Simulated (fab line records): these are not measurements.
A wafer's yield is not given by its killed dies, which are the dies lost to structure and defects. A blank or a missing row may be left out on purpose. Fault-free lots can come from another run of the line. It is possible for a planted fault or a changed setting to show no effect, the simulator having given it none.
Matching of chambers	flow nand harc	NHARC_P_M0_DEP_32 on pecvd-04 has 3 sister chambers
The step deposits SiCN, target thk 30 nm. 3 wafers are shown with their chamber, then 7 later ones without.

== WAFERS PAIRED WITH THEIR CHAMBERS ==
wafer	chamber	heater power w (W)
L090.4	1	465
L089.1	2	592
L089.3	0	542

== WAFERS MISSING THEIR CHAMBER ==
wafer	heater power w (W)
L089.6	369
L095.3	627
L095.4	449
L095.5	497
L096.1	535
L096.2	562
L096.6	526

== WHICH CHAMBER EACH ONE RAN IN ==
wafer	from the rows above	in truth
L089.6	can't be placed: 1 or 0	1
L095.3	can't be placed: 2 or 0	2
L095.4	can't be placed: 1 or 0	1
L095.5	can't be placed: 1 or 0 or 2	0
L096.1	can't be placed: 0 or 2 or 1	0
L096.2	can't be placed: 0 or 2 or 1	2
L096.6	can't be placed: 0 or 1 or 2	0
Placed correctly: 0 of 7. From these rows, 7 cannot be placed; in 7 the true chamber is one of the candidates. 0 placed wrongly.
How it was worked out, from the rows above alone: a wafer's distance from a chamber is the root of the sum, over the readings, of the square of ((its reading less the chamber's mean) divided by the reading's scatter). The wafer belongs to the nearest chamber; if the next one is less than 2 further off, it can't be placed. Each chamber's mean is taken over the wafers shown for it. The scatter: root of mean squared gap, hidden wafer to nearest shown wafer, with one shown wafer a chamber.
